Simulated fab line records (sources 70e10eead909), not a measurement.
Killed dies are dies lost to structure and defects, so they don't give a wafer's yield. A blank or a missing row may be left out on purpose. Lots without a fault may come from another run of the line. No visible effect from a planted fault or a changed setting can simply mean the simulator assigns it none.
Struck lot and sound lot, side by side | flow nandHarc | 15 steps out of a route of 1302
Sound: wafers L790.1, L790.2, L790.5. Struck: wafer L798.5 (left out: L798.3, a lot-mate that was not struck); the cause follows at the end.
Order at every step that has rows: each side's tool, ch and its chambers, its first start. Under that, the readings that differ: sound wafers | struck wafers | difference of the means | sigmas: that difference in standard deviations of wafers without a fault.
alike: same words and numbers on both sides, and readings whose means sit less than 2 such deviations apart. not compared: any withheld reading, any reading some wafer has no value for, any bound like >300 that may hide the same value, and any number with overlapping values for which the record gives no deviation.
The two part at a step that has a row with sigmas, a row that says differs or no value, or rows on one side only. Non-overlapping numbers with no deviation appear without sigmas and do not part them. Lack of a reading on every wafer of one side parts them only where that side has two or more wafers.

first, 7 steps without rows for these wafers: NHARC_A_CONTACT_COAT_87 (time 65 s); NHARC_A_CONTACT_COAT_02 (resist thk 90 nm); NHARC_A_CONTACT_SOFTBAKE_03 (time 55 s); NHARC_A_CONTACT_EBR_04; NHARC_A_CONTACT_EXPOSE_05 (exposes mask A CC); NHARC_A_CONTACT_PEB_06 (peb time 65 s); NHARC_A_CONTACT_DEVELOP_07 (develop time 35 s).
NHARC_A_CONTACT_CD_MEAS_08 targets a cd of 200 nm.
  sound on cdSem-03 ch 0, day 23 23:55; struck on cdSem-02 ch 0, day 27 05:23
  alike: cdNm
NHARC_A_CONTACT_OVL_MEAS_09:
  sound: overlay-02 at day 24 00:00; struck: overlay-01 at day 27 05:28
  alike: overlayXNm, overlayYNm
NHARC_A_CONTACT_INSPECT_10:
  sound: defectInspect-02 at day 24 00:02; struck: defectInspect-01 at day 27 05:31
  alike: rawDefectCount
NHARC_A_CONTACT_DESCUM_13: chemistry O2, time 3 s.
  sound on rieDiel-04 ch 2,3, day 24 00:06; struck on rieDiel-04 ch 1, day 27 05:34
reading                  | sound       | struck | difference | sigmas
drypumpMotorCurrentA (A) | 4.8 5.6 4.8 | 6.2    | +1.1       | +3
  alike: chamberPressureMTorr, oesProductAu, rfVppV, showerheadPlenumPTorr, throttleValvePct
  not compared: rfHoursCounterH
NHARC_A_CONTACT_ETCH_88: etches the open film in CF4, target depth 39 nm, time 65 s.
  sound on rieDiel-04 ch 0,1, day 24 00:11; struck on rieDiel-04 ch 1, day 27 05:41
  alike: chamberPressureMTorr, drypumpMotorCurrentA, oesProductAu, rfVppV, showerheadPlenumPTorr, throttleValvePct
  not compared: rfHoursCounterH
NHARC_A_CONTACT_ETCH_89: etches the open film in N2/H2, target depth 260 nm, time 475.3 s.
  sound on rieDiel-04 ch 0,3, day 24 00:17; struck on rieDiel-04 ch 3, day 27 05:47
reading             | sound             | struck | difference | sigmas
oesProductAu (a.u.) | 0.995 1.015 0.995 | 0.821  | -0.181     | -13
  alike: chamberPressureMTorr, drypumpMotorCurrentA, rfVppV, showerheadPlenumPTorr, throttleValvePct
  not compared: rfHoursCounterH
NHARC_A_CONTACT_ETCH_30: etches the open film in CF4/CHF3, target depth 72.6 nm, time 36.3 s.
  sound on rieDiel-04 ch 1,2,3; struck on rieDiel-04 ch 0
  alike: chamberPressureMTorr, drypumpMotorCurrentA, oesProductAu, rfVppV, showerheadPlenumPTorr, throttleValvePct
  not compared: rfHoursCounterH
following that, these wafers have no rows for 1 step: NHARC_END_SORT_01.

## WHERE THEY PART
Last at NHARC_A_CONTACT_ETCH_89 as far as this record goes, first at NHARC_A_CONTACT_DESCUM_13. Later steps at which nothing parts them and some readings are alike: NHARC_A_CONTACT_ETCH_30.

WHY: the cause the simulator had injected
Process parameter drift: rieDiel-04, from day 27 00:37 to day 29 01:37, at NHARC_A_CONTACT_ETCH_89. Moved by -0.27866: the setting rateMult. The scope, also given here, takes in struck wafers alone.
